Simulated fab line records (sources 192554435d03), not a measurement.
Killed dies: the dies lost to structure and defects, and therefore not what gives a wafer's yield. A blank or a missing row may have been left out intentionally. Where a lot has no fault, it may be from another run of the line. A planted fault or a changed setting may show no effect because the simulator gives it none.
fab line records :: flow n5-finfet
[record]
  lots = 3
  wafers = 9
  last-day = 17
route steps=1938 shown FIN_SAQP@114 FIN_CUT@154 PASSIVATION@1936
lots that met no fault: taken from a fault-free run of the same line
start-h: hours from the record's first day to the start of the lot's first wafer shown :: wait-h: time in hours since the lot's previous step :: " same as the row above :: L1.1+2: one row covering several wafers at once :: - no value, or no start was given :: * or withheld: withheld :: < > ~ a bound
route shown NAME@n: a module of which the file shows steps, and the number in the route of the first :: usual: mean and standard deviation over wafers with no fault :: same: alike in all rows :: chamber/n: place in a boat :: sites: per-site readings :: _std_site: their standard deviation :: _edge_site: mean of outer sites minus mean of inner sites :: radius-mm: how far each site lies from the wafer's centre :: mask NAME#n: copy n :: behind: tool/chamber where the wafer was last shaped :: hold: reason for holding the lot/hours on hold/outcome of the hold :: device: which transistor (n, p or np) failed to switch :: end of line: at the end of the route, the tests of the same wafers :: a step with no rows: only its recipe :: killed: dies that structure and defects cost at the first sort, which is not the same as the wafer's yield :: map: a wafer's dies, x killed, . not, _ none there
set.NAME: the setting the step ran with; set.NAME@STEP: the setting that earlier step ran with :: model.NAME: the simulator's own value behind a step, which no gauge read
lots at selected steps of the route; one table per step, one row per wafer
services: from which hour (start-h, from the record's first day; less than 0 if before it) a tool's chamber was out of use, for how many hours, and why
[[steps]]
[step N5_FIN_SAQP_DESCUM_21]
[recipe]
  chemistry = O2
  time-s = 7.9
  source-power-w = 50
  bias-power-w = 20
  pressure-mtorr = 20
  rf-frequency-hz = 2.712e+07
  temp-c = 40
  resist = CAR-ArF
  o2-flow-sccm = 225
[step N5_FIN_SAQP_ETCH_51]
[recipe]
  chemistry = CF4
  target = SiARC
  target-depth-a = 455
  mask-material = CAR-ArF
  time-s = 75.8
  ion-energy-ev = 80
  pressure-mtorr = 40
  source-w = 545
  bias-w = 36
  Ar_flow_sccm = 100
  cf4-flow-sccm = 100
  ends = cleared
[step N5_FIN_SAQP_ETCH_52]
[recipe]
  chemistry = N2/H2
  target = SOC
  target-depth-a = 1000
  overetch-a = 200
  mask-material = SiARC
  temp-c = 40
  time-s = 150
  ion-energy-ev = 200
  pressure-mtorr = 30
  source-w = 840
  bias-w = 150
  n2-flow-sccm = 200
  h2-flow-sccm = 200
  ends = end-point
[step N5_FIN_SAQP_STRIP_53]
[recipe]
  chemistry = N2/H2
  temp-c = 40
  n2-flow-sccm = 200
  h2-flow-sccm = 200
  rf-frequency-hz = 6e+07
[step N5_FIN_SAQP_HM_OPEN_73]
[recipe]
  chemistry = CHF3/O2
  target = SiO2
  stop-on = a-Si
  target-depth-a = 120
  over-etch-frac = 1.8
  mask-material = SOC
  time-s = 16.8
  pressure-mtorr = 30
  source-w = 650
  bias-w = 170
  Ar_flow_sccm = 200
  CHF3_flow_sccm = 50
  O2_flow_sccm = 5
  ion-energy-ev = 200
  ends = end-point
[step N5_FIN_SAQP_STRIP_74]
[recipe]
  chemistry = CHF3/O2
  resist = SiARC
  rf-frequency-hz = 6e+07
[step N5_FIN_SAQP_MANDREL_ETCH_22]
[recipe]
  target-depth-a = 600
  chemistry = HBr/Cl2
  target = a-Si
  stop-on = SiNx
  bt-time-s = 10
  over-etch-frac = 0.5
  time-s = 30
  pressure-mtorr = 10
  icp-w = 800
  bias-w = 75
  HBr_flow_sccm = 150
  Cl2_flow_sccm = 80
  ends = end-point
[step N5_FIN_SAQP_STRIP_55]
[recipe]
  chemistry = N2/H2
  power-w = 500
  temp-c = 40
  pressure-mtorr = 50
  rf-frequency-hz = 6e+07
  overash-fraction = 0.3
  bias-power-w = 28
  h2-frac = 0.5
  n2-flow-sccm = 300
  h2-flow-sccm = 300
[step N5_FIN_SAQP_STRIP_23]
[recipe]
  chemistry = SPM
  time-s = 750
  temp-c = 130
  h2so4-h2o2-vol-ratio = 4
[step N5_FIN_SAQP_SRD_66]
[recipe]
  dry = ipa-marangoni
  time-s = 30
  temp-c = 23
  rinse-liquid = diw
[step N5_FIN_SAQP_RECESS_75]
[recipe]
  chemistry = HF/NH3
  target = SiO2
  target-depth-a = 144
  afs-cycles = 3
  temp-c = 30
  sublimation-temp-c = 180
  sublimation-time-s = 60
[step N5_FIN_SAQP_SPACER1_ALD_24]
[recipe]
  material = SiO2
  target-thk-a = 203
  temp-c = 300
  ald-precursor-family = BDEAS
  ald-co-reactant = O2-plasma
  pulse-time-s = 1
  purge-time-s = 2
  co-reactant-purge-time-s = 2
  ald-cycles = 218
  pressure-torr = 2
[usual]
  heater-power-w = 487/40
  precursor-pulse-height-rel = 1.000/0.019
[same]
  purge-time-s = 2
lot.wafer: L810.1
tool: ald-sin-02
chamber: 1
start-h: 23.53
wait-h: 0.3
heater-power-w: 461
precursor-pulse-height-rel: 0.963
since-wet-clean-h: 121

lot.wafer: L810.4
tool: ald-sin-02
chamber: 3
start-h: 23.53
wait-h: 0.3
heater-power-w: 491
precursor-pulse-height-rel: 0.976
since-wet-clean-h: 121

lot.wafer: L810.6
tool: ald-sin-02
chamber: 1
start-h: 23.53
wait-h: 0.3
heater-power-w: 486
precursor-pulse-height-rel: 0.992
since-wet-clean-h: -

lot.wafer: L821.4
tool: ald-sin-02
chamber: 2
start-h: 89.21
wait-h: 0.1
heater-power-w: 494
precursor-pulse-height-rel: 1.023
since-wet-clean-h: 187

lot.wafer: L821.5
tool: ald-sin-02
chamber: 1
start-h: 89.21
wait-h: 0.1
heater-power-w: 459
precursor-pulse-height-rel: 0.977
since-wet-clean-h: -

lot.wafer: L821.6
tool: ald-sin-02
chamber: 0
start-h: 89.21
wait-h: 0.1
heater-power-w: 566
precursor-pulse-height-rel: 1.017
since-wet-clean-h: -

lot.wafer: L831.2
tool: ald-sin-01
chamber: 0
start-h: 148.84
wait-h: 0.3
heater-power-w: 445
precursor-pulse-height-rel: 1.009
since-wet-clean-h: 49

lot.wafer: L831.4
tool: ald-sin-01
chamber: 1
start-h: 148.84
wait-h: 0.3
heater-power-w: 495
precursor-pulse-height-rel: 0.990
since-wet-clean-h: 49

lot.wafer: L831.5
tool: ald-sin-01
chamber: 1
start-h: 148.84
wait-h: 0.3
heater-power-w: 493
precursor-pulse-height-rel: 0.997
since-wet-clean-h: -
[step N5_FIN_SAQP_SPACER1_ETCHBACK_25]
[recipe]
  chemistry = CHF3/O2
  mode = anisotropic-etchback
  target = SiO2
  target-depth-a = 244
  time-s = 12.2
  pressure-mtorr = 30
  source-w = 650
  bias-w = 170
  Ar_flow_sccm = 200
  CHF3_flow_sccm = 50
  O2_flow_sccm = 5
  ion-energy-ev = 200
[step N5_FIN_SAQP_MANDREL1_REMOVE_56]
[recipe]
  chemistry = HBr/Cl2/O2
  bt-time-s = 10
  target = a-Si
  stop-on = SiNx
  endpoint = OES-SiCl
  over-etch-frac = 1
  icp-w = 600
  bias-w = 22
  HBr_flow_sccm = 150
  Cl2_flow_sccm = 80
  O2_flow_sccm = 5
  pressure-mtorr = 10
[step N5_FIN_SAQP_ETCH_57]
[recipe]
  chemistry = CH3F/O2
  target = SiNx
  mask-material = SiO2
  target-depth-a = 325
  time-s = 46.4
  pressure-mtorr = 30
  source-w = 395
  bias-w = 73
  Ar_flow_sccm = 150
  CH3F_flow_sccm = 30
  O2_flow_sccm = 20
  ion-energy-ev = 120
  ends = cleared
[step N5_FIN_SAQP_ETCH_65]
[recipe]
  chemistry = CF4
  target = SiO2
  target-depth-a = 40
  ion-energy-ev = 350
  time-s = 4.4
  pressure-mtorr = 10
  icp-w = 800
  bias-w = 400
  cf4-flow-sccm = 80
[step N5_FIN_SAQP_MANDREL_ETCH_58]
[recipe]
  chemistry = HBr/Cl2
  target = a-Si
  target-depth-a = 450
  bt-time-s = 10
  stop-on = SiNx
  mask-material = SiO2
  over-etch-frac = 0.8
  time-s = 27
  pressure-mtorr = 10
  icp-w = 800
  bias-w = 75
  HBr_flow_sccm = 150
  Cl2_flow_sccm = 80
  ends = end-point
[step N5_FIN_SAQP_RECESS_63]
[recipe]
  chemistry = HF/NH3
  target = SiO2
  target-depth-a = 180
  afs-cycles = 3
  temp-c = 30
  sublimation-temp-c = 180
  sublimation-time-s = 60
[step N5_FIN_SAQP_COAT_68]
[recipe]
  resist = SOC
  temp-c = 250
  time-s = 60
  spin-rpm = 1500
  resist-thk-nm = 100
[step N5_FIN_SAQP_ETCH_69]
[recipe]
  chemistry = N2/H2
  target = SOC
  target-depth-a = 1500
  stop-on = SiNx
  ion-energy-ev = 100
  bias-w = 61
  pressure-mtorr = 30
  source-w = 850
  n2-flow-sccm = 200
  h2-flow-sccm = 200
[step N5_FIN_SAQP_ETCH_67]
[recipe]
  chemistry = CH3F/O2
  target = SiNx
  target-depth-a = 300
  mask-material = SOC
  pressure-mtorr = 30
  source-w = 395
  bias-w = 73
  Ar_flow_sccm = 150
  CH3F_flow_sccm = 30
  O2_flow_sccm = 20
  ion-energy-ev = 120
[step N5_FIN_SAQP_STRIP_70]
[recipe]
  chemistry = N2/H2
  power-w = 500
  temp-c = 40
  pressure-mtorr = 50
  rf-frequency-hz = 6e+07
  overash-fraction = 0.3
  bias-power-w = 28
  h2-frac = 0.5
  n2-flow-sccm = 300
  h2-flow-sccm = 300
[step N5_FIN_SAQP_RECESS_71]
[recipe]
  chemistry = HF/NH3
  target = SiO2
  target-depth-a = 30
  afs-cycles = 1
  temp-c = 30
  sublimation-temp-c = 180
  sublimation-time-s = 60
[step N5_FIN_SAQP_SPACER2_ALD_28]
[recipe]
  material = SiO2
  target-thk-a = 81
  temp-c = 300
  ald-precursor-family = BDEAS
  ald-co-reactant = O2-plasma
  pulse-time-s = 1
  purge-time-s = 2
  co-reactant-purge-time-s = 2
  pressure-torr = 2
[step N5_FIN_SAQP_SPACER2_ETCHBACK_29]
[recipe]
  chemistry = CHF3/O2
  mode = anisotropic-etchback
  target = SiO2
  target-depth-a = 122
  time-s = 6.1
  pressure-mtorr = 30
  source-w = 650
  bias-w = 170
  Ar_flow_sccm = 200
  CHF3_flow_sccm = 50
  O2_flow_sccm = 5
  ion-energy-ev = 200
[step N5_FIN_SAQP_MANDREL2_REMOVE_60]
[recipe]
  chemistry = HBr/Cl2/O2
  bt-time-s = 10
  target = a-Si
  stop-on = SiNx
  endpoint = OES-SiCl
  over-etch-frac = 1
  icp-w = 600
  bias-w = 22
  HBr_flow_sccm = 150
  Cl2_flow_sccm = 80
  O2_flow_sccm = 5
  pressure-mtorr = 10
[step N5_FIN_SAQP_HM_OPEN_33]
[recipe]
  chemistry = CH3F/O2
  target = SiNx
  mask-material = SiO2
  target-depth-a = 494
  time-s = 70.6
  pressure-mtorr = 30
  source-w = 395
  bias-w = 73
  Ar_flow_sccm = 150
  CH3F_flow_sccm = 30
  O2_flow_sccm = 20
  ion-energy-ev = 120
  ends = cleared
[step N5_FIN_SAQP_ETCH_34]
[recipe]
  chemistry = C4F6/O2
  target = SiO2
  target-depth-a = 450
  time-s = 15
  ion-energy-ev = 250
  pressure-mtorr = 30
  source-w = 345
  bias-w = 185
  Ar_flow_sccm = 300
  C4F6_flow_sccm = 10
  O2_flow_sccm = 10
  ends = cleared
[step N5_FIN_SAQP_STRIP_77]
[recipe]
  chemistry = N2/H2
  time-s = 90
  power-w = 100
  temp-c = 40
  pressure-mtorr = 100
  rf-frequency-hz = 6e+07
  bias-power-w = 3
  n2-flow-sccm = 300
  h2-flow-sccm = 300
[step N5_FIN_SAQP_ETCH_64]
[recipe]
  chemistry = CF4
  target = SiO2
  target-depth-a = 15
  ion-energy-ev = 350
  pressure-mtorr = 10
  icp-w = 800
  bias-w = 400
  cf4-flow-sccm = 80
[step N5_FIN_SAQP_FIN_ETCH_36]
[recipe]
  chemistry = HBr/Cl2/O2
  target-depth-a = 1200
  mask-material = SiNx
  time-s = 50.4
  bias-w = 102
  pressure-mtorr = 10
  icp-w = 800
  HBr_flow_sccm = 150
  Cl2_flow_sccm = 80
  O2_flow_sccm = 12
[step N5_FIN_SAQP_PRECLEAN_38]
[recipe]
  chemistry = O3/DIW
  time-s = 45
  temp-c = 22
  o3-ppm = 10
[step N5_FIN_SAQP_PRECLEAN_45]
[recipe]
  chemistry = dHF
  time-s = 10
  dilution = 500:1
  temp-c = 25
[step N5_FIN_SAQP_SRD_39]
[recipe]
  dry = ipa-marangoni
  time-s = 30
  temp-c = 23
  rinse-liquid = diw
[step N5_FIN_SAQP_INSPECT_40]
[recipe]
  inspect-instrument = brightfield
  mode = aei
[usual]
  raw-defect-count = 232/77
lot.wafer: L810.1
tool: defect-inspect-01
chamber: -
start-h: 26.59
wait-h: 0.0
raw-defect-count: 179

lot.wafer: L810.4
tool: defect-inspect-01
chamber: -
start-h: 26.59
wait-h: 0.0
raw-defect-count: 235

lot.wafer: L810.6
tool: defect-inspect-01
chamber: -
start-h: 26.59
wait-h: 0.0
raw-defect-count: 200

lot.wafer: L821.4
tool: defect-inspect-01
chamber: -
start-h: 92.30
wait-h: 0.0
raw-defect-count: 414

lot.wafer: L821.5
tool: defect-inspect-01
chamber: -
start-h: 92.30
wait-h: 0.0
raw-defect-count: 1488

lot.wafer: L821.6
tool: defect-inspect-01
chamber: -
start-h: 92.30
wait-h: 0.0
raw-defect-count: 291

lot.wafer: L831.2
tool: defect-inspect-01
chamber: -
start-h: 152.17
wait-h: 0.0
raw-defect-count: 365

lot.wafer: L831.4
tool: defect-inspect-01
chamber: -
start-h: 152.17
wait-h: 0.0
raw-defect-count: 354

lot.wafer: L831.5
tool: defect-inspect-01
chamber: -
start-h: 152.17
wait-h: 0.0
raw-defect-count: 289
[step N5_FIN_CUT_COAT_18]
[recipe]
  resist = SOC
  temp-c = 250
  time-s = 60
  spin-rpm = 1500
  resist-thk-nm = 230
[step N5_FIN_CUT_INSPECT_10]
[recipe]
  mode = adi
  inspect-instrument = brightfield
[usual]
  raw-defect-count = 42/13
lot.wafer: L810.1
tool: defect-inspect-02
chamber: -
start-h: 27.10
wait-h: 0.1
raw-defect-count: 31

lot.wafer: L810.4
tool: defect-inspect-02
chamber: -
start-h: 27.10
wait-h: 0.1
raw-defect-count: 50

lot.wafer: L810.6
tool: defect-inspect-02
chamber: -
start-h: 27.10
wait-h: 0.1
raw-defect-count: 45

lot.wafer: L821.4
tool: defect-inspect-02
chamber: -
start-h: 92.69
wait-h: 0.0
raw-defect-count: 60

lot.wafer: L821.5
tool: defect-inspect-02
chamber: -
start-h: 92.69
wait-h: 0.0
raw-defect-count: 1258

lot.wafer: L821.6
tool: defect-inspect-02
chamber: -
start-h: 92.69
wait-h: 0.0
raw-defect-count: 40

lot.wafer: L831.2
tool: defect-inspect-01
chamber: -
start-h: 152.57
wait-h: 0.0
raw-defect-count: 55

lot.wafer: L831.4
tool: defect-inspect-01
chamber: -
start-h: 152.57
wait-h: 0.0
raw-defect-count: 45

lot.wafer: L831.5
tool: defect-inspect-01
chamber: -
start-h: 152.57
wait-h: 0.0
raw-defect-count: 41
[step N5_PASSIVATION_PROBE_49]
[usual]
  killed_at_M0_to_M3 = 34/12
  killed_at_M4_up = 12/4.9
  killed-at-contacts = 13/7.2
  killed-at-front-end = 39/12
  killed-at-other = 3.7/2.9
  killed-dies = 101/18
  killed-open = 67/14
  killed-short = 33/7.2
[same]
  gross-dies = 1180
  killed-at-back-side = 0
lot.wafer: L821.5
tool: prober-02
chamber: -
start-h: 356.81
wait-h: 0.2
killed_at_M0_to_M3: 14
killed_at_M4_up: 16
killed-at-contacts: 16
killed-at-front-end: 181
killed-at-other: 1
killed-dies: 228
killed-open: 51
killed-short: 16
// killed by level:class
L821.5 FIN_SAQP:unspecified=160 MOL_CONTACT_COAG:geometric-particle:open=12 STI_FIN_REVEAL:geometric-particle:open=10 BEOL_M4:geometric-particle:open=5 BEOL_M5:geometric-particle:open=5 MOL_CONTACT_COAG:geometric-particle:short=4 GATE_CUT:geometric-particle:short=3 BEOL_M0_SAQP:geometric-particle:open=3
// map L821.5 (x killed, . not)
_________________.......xx...________________
______________x.x.....x........._____________
___________...x................x...__________
__________..................x......._________
________.......x......x.........x....._______
_______....x.........x.........x.......______
______x................................._____
_____....x..............x..........x..x..____
____.............x.x......................___
___.......x...x..............x.............__
___.......x..........................x.....__
__......x...........x...x.......x..........._
__..x....x...............x.......x.........._
_.......................x.....x...x..xxxxx...
_.....xx.......................xxx.xxxxxx....
_...................x........xxxxxxxxxxxx....
_..x.......x................xxxxxxxxxxxxxx.x.
_..........................x.xxxxxxxxxxxxxx..
_.......................x...xxxxxxxxxxxxxxxx.
_.....xx...x.x.........x...xxxxxxxxxxxxxxxxx.
_...........x.............xxxxxxxxxxxxxxxxx..
__..........................x.xxxxxxxxxxxxx._
__...........................xxxxxxxxxxxxxx._
___...x......x.......x.....x..xxxxxxxxxxxxx__
___.x............x..............xxxxxxx.xx.__
____............x.....x.x..........xx.x..x___
_____......x.......x............x..xxxx..____
______..........x......................._____
_______..............x.................______
________.............................._______
__________.........................._________
___________........................__________
______________.................._____________
_________________.......x....________________
// map L810.4 (x killed, . not)
_________________....x.......________________
______________............x.x..._____________
___________x.............x.......x.__________
__________x......x.........x...x...x_________
________..................x..........._______
_______..x................x......x.....______
______x.........x...x.....x............._____
_____...................x...........x....____
____.......x...............x..............___
___..x.......x........x..x.....x..x........__
___..x.x..................................x__
__...............x..................x......._
__.................x....xx.................._
_.x.....xx............................xx.....
_......................xx....x.x.x.........x.
_................x...........................
_..........x......xx..x..x................x.x
_......................xx..................x.
_........x..x....x...................x.x.....
_....x..x..x......x...xx.x..x....x....x......
_.....x....x.......x......x.........x........
__.................x....x............x.x...._
__.........................................._
___..........................x......x......__
___...x.....x....x.........................__
____...........x..........................___
_____.x.........x........x...............____
______.............................x...x_____
_______......x........x...x...xx....x..______
________x....................x........_______
__________.........x..........x....._________
___________.........x..............__________
______________.........x........_____________
_________________..x.........________________
[[services]]
tool: ald-sin-02
chamber: -
start-h: 12.57
hours: 6.1
kind: pm

tool: ald-sin-02
chamber: -
start-h: 50.88
hours: 1.8
kind: repair

tool: ald-sin-02
chamber: 0
start-h: 76.05
hours: 8.1
kind: repair

tool: ald-sin-01
chamber: -
start-h: 85.84
hours: 14.0
kind: pm

tool: ald-sin-01
chamber: 0
start-h: 85.84
hours: 14.0
kind: vent-cycle

tool: ald-sin-01
chamber: 1
start-h: 85.84
hours: 14.0
kind: vent-cycle

tool: ald-sin-01
chamber: 2
start-h: 85.84
hours: 14.0
kind: vent-cycle

tool: ald-sin-01
chamber: 3
start-h: 85.84
hours: 14.0
kind: vent-cycle

tool: ald-sin-02
chamber: -
start-h: 95.70
hours: 6.0
kind: pm

tool: ald-sin-01
chamber: 0
start-h: 99.84
hours: -
kind: clean

tool: ald-sin-01
chamber: 1
start-h: 99.84
hours: -
kind: clean

tool: ald-sin-01
chamber: 2
start-h: 99.84
hours: -
kind: clean

tool: ald-sin-01
chamber: 3
start-h: 99.84
hours: -
kind: clean

tool: ald-sin-02
chamber: 3
start-h: 123.38
hours: 3.3
kind: repair

tool: ald-sin-02
chamber: -
start-h: 140.54
hours: 0.7
kind: repair
[[key]]
[first-sign]
  step = N5_FIN_SAQP_INSPECT_40
  reading = raw-defect-count
  direction = up
  sigmas = 16
  usual = 232
  struck = 1488
[effect]
  step = N5_FIN_CUT_INSPECT_10
  reading = raw-defect-count
  direction = up
  sigmas = 92
  usual = 42
  struck = 1258
[effect]
  step = N5_PASSIVATION_PROBE_49
  reading = killed-at-front-end
  direction = up
  sigmas = 12
  usual = 39
  struck = 181
[more-kills-born-at]
  N5_FIN_SAQP_SPACER1_ALD_24@ald-sin-02 = 160
met-at N5_FIN_SAQP_SPACER1_ALD_24
struck-wafers L821.5
tester-left-out L821
onset-between 23.53 89.21
[fault]
  kind = chamber-particle-source
  tool = ald-sin-02
  chamber = 1
  onset-h = 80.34
  steps = N5_FIN_SAQP_SPACER1_ALD_24
  rate-per-visit-cm2 = 1.8468
  end-h = 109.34
// tester-left-out: of these lots the tester's yield and bins aren't shown, on N5 and GAA mostly nor the transistor test; their killed dies are dies lost to structure and defects alone, not to doping, threshold or leakage, so they don't give the yield
